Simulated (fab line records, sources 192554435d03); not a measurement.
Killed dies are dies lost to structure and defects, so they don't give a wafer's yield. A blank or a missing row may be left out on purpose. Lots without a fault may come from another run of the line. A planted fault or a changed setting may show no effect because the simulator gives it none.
Problem report in the 8D (eight disciplines) form, filled by code | flow n5_finfet | the parts of the form that need people (team, actions taken, sign-off) are left out

1. THE PROBLEM
overpolish_run_s at N5_HKMG_FIN_CMP_23 reads a mean of 3.278 s on 3 wafers of 2 lots; wafers without a fault read 9.999 s with a standard deviation of 0.0094. That is -99 or more standard deviations from the usual mean.
The step: polishes, stops on SiNx, t overpolish 10 s, target thk 46.326 nm.
First seen on wafer L675.3, day 6 03:11, on cmp-03. The record holds 28 wafers of 10 lots with a number at this step. Rule for "out", or "out of limits": more than 4 standard deviations from the usual mean. The other wafers with a number count as sound.

2. WHAT IT IS AND WHAT IT IS NOT
question                    | is                                   | is not
which readings at this step | overpolish_run_s, time_to_endpoint_s | motor_current_A, retaining_ring_pressure_frac
which lots                  | L675, L681                           | L668, L669, L670, L671, L672, L683, L686, L689
which wafers of those lots  | L675.3, L681.1, L681.3               | L675.5
read on which tools         | cmp-03                               | cmp-01, cmp-04
when                        | from day 6 03:11                     | up to then (16 sound wafers); but 9 sound wafers of L683, L686, L689 came after

3. SUSPECTS, AND WHAT RULES EACH OUT
Counting: a tool at a process step up to the reading stays a suspect if it ran every lot that is out. Sound lots after the first of them don't rule it out here, since some wafers of a struck lot are sound.
- cmp-03 at N5_HKMG_FIN_CMP_23 (polishes, stops on SiNx, t overpolish 10 s, target thk 46.326 nm): kept. It ran every lot that is out, first L675 (day 6 03:11); its last sound lot up to then is L672 (day 5 10:20). Its own readings are out on those wafers: overpolish_run_s, time_to_endpoint_s.
Left after counting: cmp-03 at N5_HKMG_FIN_CMP_23.

4. THE CAUSE (what the simulator had put in)
Process parameter drift: cmp-03, from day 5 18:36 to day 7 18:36, at N5_HKMG_FIN_CMP_23. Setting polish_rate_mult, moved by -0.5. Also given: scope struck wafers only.
Counting left only this tool.

5. THE CHAIN OF EFFECTS, in route order
Each row: a reading whose mean over the struck wafers that have a number lies more than 3 standard deviations from the usual. Only readings for which the record gives a usual standard deviation are gone through. hours: the time from each lot's start at the first step in this table that gives one to its start at this step, as a median over the lots. sigmas: the change in usual standard deviations.
hours | step               | reading            | usual   | on struck wafers | change | sigmas
0     | N5_HKMG_FIN_CMP_23 | overpolish_run_s   | 9.999 s | 3.278            | -6.721 | -99 or more
0     | N5_HKMG_FIN_CMP_23 | time_to_endpoint_s | 12.6 s  | 25.0             | +12.4  | +5.9
The process steps in it:
- N5_HKMG_FIN_CMP_23: polishes, stops on SiNx, t overpolish 10 s, target thk 46.326 nm.
Later measuring or inspecting steps at which every struck wafer that the step has a row for has a number for every such reading, and none has moved that far: N5_BEOL_M4_RC_MEAS_101.

6. WHAT WOULD HAVE CAUGHT IT SOONER
In this record the first reading out of limits was taken at day 6 03:11, 9 hours after the fault began at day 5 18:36.
